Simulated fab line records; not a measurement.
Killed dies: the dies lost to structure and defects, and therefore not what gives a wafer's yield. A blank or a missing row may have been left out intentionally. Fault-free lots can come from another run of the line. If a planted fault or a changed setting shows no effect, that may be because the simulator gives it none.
A struck lot beside a sound one :: flow nand-harc :: 14 out of 1159 route steps
Sound: wafers L593.1, L593.2, L593.6. Struck: wafer L601.5 (L601.3, L601.4, from the same lot, were not struck and are left out); the cause is given at the end.
At each step with rows: each side's tool, then ch and its chambers, then its first start. Under that, the readings that differ: sound wafers :: struck wafers :: difference of the means :: sigmas: that difference in standard deviations of wafers without a fault.
alike: same words and numbers on both sides, and readings whose means sit less than 2 such deviations apart. not compared: any withheld reading, any reading some wafer has no value for, any bound like >300 that may hide the same value, and any number with overlapping values for which the record gives no deviation.
Wherever a step has rows on one side only, a row that says differs or no value, or a row with sigmas, the two part there. Non-overlapping numbers with no deviation appear without sigmas and do not part them. A reading that every wafer of one side lacks parts them only if that side has two wafers or more.

first, 4 steps without rows for these wafers: NHARC_A_WL_FILL_STRIP_28 (strips in post etch residue remover, time 1200 s); NHARC_A_WL_FILL_PRECLEAN_06 (cleans in DIW, time 300 s); NHARC_A_WL_FILL_SRD_07; NHARC_A_WL_FILL_ANNEAL_08 (time 1800 s).
NHARC_A_WL_FILL_ALD_10: deposits SiO2, target thk 50 nm, pulse time 10 s, ald cycles 500.
  sound on ald-hk-02 ch 0,2, day 15 09:25; struck on ald-hk-04 ch 1, day 17 17:26
reading: precursor-pulse-height-rel
sound: 0.970 0.991 0.956
struck: 1.045
difference: +0.073
sigmas: +4
  alike: heater-power-w
  not compared: susceptor-temp-C
NHARC_A_WL_FILL_ETCHBACK_16: etches the open film in C4F8/O2/Ar, target depth 88 nm, time 17.6 s.
  sound: rie-diel-10 ch 0,2,3; struck: rie-diel-09 ch 3
  alike: oes-product-au, rf-vpp-V
  not compared: rf-hours-counter-h
NHARC_A_WL_FILL_STRIP_29: strips in O2, time 20 s.
  sound on rie-diel-10 ch 2,3, day 15 13:38; struck on rie-diel-09 ch 1, day 17 19:35
  alike: drypump-motor-current-A, oes-product-au, rf-vpp-V, showerhead-plenum-p-Torr, throttle-valve-pct
  not compared: rf-hours-counter-h
NHARC_A_WL_FILL_ETCHBACK_17: etches the open film in Cl2/BCl3, target depth 4 nm, time 26.7 s.
  sound on rie-metal-03 ch 0, day 15 13:43; struck on rie-metal-02 ch 0, day 17 19:43
  alike: drypump-motor-current-A, oes-product-au
  not compared: rf-hours-counter-h
then, 3 steps without rows for these wafers: NHARC_A_WL_FILL_PRECLEAN_18 (cleans in dHF, time 30 s); NHARC_A_WL_FILL_SRD_21; NHARC_A_WL_FILL_CVD_23 (deposits poly-Si, target thk 40 nm, time 800 s).
NHARC_A_WL_FILL_ETCHBACK_26: etches the open film in HBr, target depth 52 nm, time 13.3 s.
  sound on rie-si-04 ch 0,1,2, day 15 19:08; struck on rie-si-01 ch 0, day 18 01:08
reading: oes-product-au (a.u.)
sound: 0.991 1.003 0.996
struck: 1.198
difference: +0.201
sigmas: +20
  alike: drypump-motor-current-A, throttle-valve-pct
  not compared: rf-hours-counter-h
then, 2 steps without rows for these wafers: NHARC_A_WL_FILL_PRECLEAN_30 (cleans in dHF, time 10 s); NHARC_END_SORT_01.

## WHERE THEY PART
Earliest at NHARC_A_WL_FILL_ALD_10; latest, in this record, at NHARC_A_WL_FILL_ETCHBACK_26.

WHY: whatever the simulator had introduced
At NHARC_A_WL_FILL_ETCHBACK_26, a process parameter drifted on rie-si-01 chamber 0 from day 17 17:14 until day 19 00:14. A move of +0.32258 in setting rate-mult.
